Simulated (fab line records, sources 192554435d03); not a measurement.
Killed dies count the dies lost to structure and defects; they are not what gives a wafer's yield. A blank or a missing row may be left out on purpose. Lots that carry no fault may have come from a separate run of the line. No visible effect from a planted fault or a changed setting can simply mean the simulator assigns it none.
Which tool is to blame? :: flow n5 finfet :: 42 wafers from 14 lots sampled at 2 of the route's 1938 steps

## WHAT THE GAUGES READ, wafer by wafer
N5_BEOL_M11_THK_MEAS_01.
lot: L272
measured: day 10 13:21
on: film metro-01
M11_ILD_THK (nm): 264 269 271

lot: L273
measured: day 10 16:12
on: film metro-02
M11_ILD_THK (nm): 270 270 273

lot: L277
measured: day 11 11:10
on: film metro-02
M11_ILD_THK (nm): 265 271 267

lot: L278
measured: day 11 22:34
on: film metro-01
M11_ILD_THK (nm): 269 276 271

lot: L282
measured: day 13 03:30
on: film metro-02
M11_ILD_THK (nm): 264 272 266

lot: L287
measured: day 14 01:08
on: film metro-02
M11_ILD_THK (nm): 269 271 269

lot: L286
measured: day 14 03:31
on: film metro-02
M11_ILD_THK (nm): 267 269 270

lot: L285
measured: day 14 04:44
on: film metro-02
M11_ILD_THK (nm): 264 273 270

lot: L288
measured: day 14 20:28
on: film metro-02
M11_ILD_THK (nm): 266 266 272

lot: L290
measured: day 15 04:05
on: film metro-01
M11_ILD_THK (nm): 268 273 268

lot: L291
measured: day 15 03:53
on: film metro-02
M11_ILD_THK (nm): 269 273 273

lot: L293
measured: day 15 22:30
on: film metro-02
M11_ILD_THK (nm): 272 272 274

lot: L295
measured: day 16 03:09
on: film metro-01
M11_ILD_THK (nm): 274 277 272

lot: L289
measured: day 16 19:00
on: film metro-02
M11_ILD_THK (nm): 263 266 271

## WHICH TOOL RAN EACH LOT (tool, then ch and the chambers of the sampled wafers, then the start)
lot: L272
N5_BEOL_M10_PRE_CLEAN_45: pvd sputter-03, day 10 10:30

lot: L273
N5_BEOL_M10_PRE_CLEAN_45: pvd sputter-02, day 10 13:10

lot: L277
N5_BEOL_M10_PRE_CLEAN_45: pvd sputter-02, day 11 07:28

lot: L278
N5_BEOL_M10_PRE_CLEAN_45: pvd sputter-03, day 11 18:37

lot: L282
N5_BEOL_M10_PRE_CLEAN_45: pvd sputter-03, day 13 01:16

lot: L287
N5_BEOL_M10_PRE_CLEAN_45: pvd sputter-01, day 13 22:14

lot: L286
N5_BEOL_M10_PRE_CLEAN_45: pvd sputter-01, day 14 01:16

lot: L285
N5_BEOL_M10_PRE_CLEAN_45: pvd sputter-01, day 14 02:05

lot: L288
N5_BEOL_M10_PRE_CLEAN_45: pvd sputter-03, day 14 17:42

lot: L290
N5_BEOL_M10_PRE_CLEAN_45: pvd sputter-01, day 14 22:53

lot: L291
N5_BEOL_M10_PRE_CLEAN_45: pvd sputter-01, day 14 22:58

lot: L293
N5_BEOL_M10_PRE_CLEAN_45: pvd sputter-02, day 15 19:43

lot: L295
N5_BEOL_M10_PRE_CLEAN_45: pvd sputter-02, day 16 00:37

lot: L289
N5_BEOL_M10_PRE_CLEAN_45: pvd sputter-03, day 16 16:32
- N5_BEOL_M10_PRE_CLEAN_45: time 30 s.

## WHAT THE TOOLS THEMSELVES READ (means of the sampled wafers that have a number; where no wafer has one, the mark that the record gives instead)
N5_BEOL_M10_PRE_CLEAN_45.
lot: L272
tool: pvd sputter-03
heater power w (W): 302
susceptor temp C (C): 250.01

lot: L273
tool: pvd sputter-02
heater power w (W): 338
susceptor temp C (C): 249.75

lot: L277
tool: pvd sputter-02
heater power w (W): 307
susceptor temp C (C): 249.85

lot: L278
tool: pvd sputter-03
heater power w (W): 297
susceptor temp C (C): 250.00

lot: L282
tool: pvd sputter-03
heater power w (W): 297
susceptor temp C (C): 250.03

lot: L287
tool: pvd sputter-01
heater power w (W): 329
susceptor temp C (C): 249.97

lot: L286
tool: pvd sputter-01
heater power w (W): 333
susceptor temp C (C): 250.00

lot: L285
tool: pvd sputter-01
heater power w (W): 303
susceptor temp C (C): 249.95

lot: L288
tool: pvd sputter-03
heater power w (W): 309
susceptor temp C (C): 250.13

lot: L290
tool: pvd sputter-01
heater power w (W): 313
susceptor temp C (C): 249.85

lot: L291
tool: pvd sputter-01
heater power w (W): 337
susceptor temp C (C): 249.82

lot: L293
tool: pvd sputter-02
heater power w (W): 339
susceptor temp C (C): 250.14

lot: L295
tool: pvd sputter-02
heater power w (W): 344
susceptor temp C (C): 250.16

lot: L289
tool: pvd sputter-03
heater power w (W): 284
susceptor temp C (C): 250.12

## THE ANSWER, worked out from the rows above alone
Rule: usual is defined by the lots themselves. Put in order of their means at a reading, lots are off if they are a third of the lots or fewer, leave a main group of 4 or more, and stand apart from it by a gap of 3 or more times the standard deviation of the main group's means; of several such gaps the widest counts. Not used: any main group whose means are identical at the precision the tables above print for the reading. A lot without any number at a reading at which 4 lots or more have one is off too. Any other lot the step has rows for is counted as sound. First the gauges in route order, then the tools' own readings, where a lot's mean is used as printed above. At the first step where some lot is off, the reading lying furthest off is the one used; lots without a number count as furthest.
Nothing can be told from this: no lot is off at any reading shown.

## WHAT THE SIMULATOR HAD INSERTED
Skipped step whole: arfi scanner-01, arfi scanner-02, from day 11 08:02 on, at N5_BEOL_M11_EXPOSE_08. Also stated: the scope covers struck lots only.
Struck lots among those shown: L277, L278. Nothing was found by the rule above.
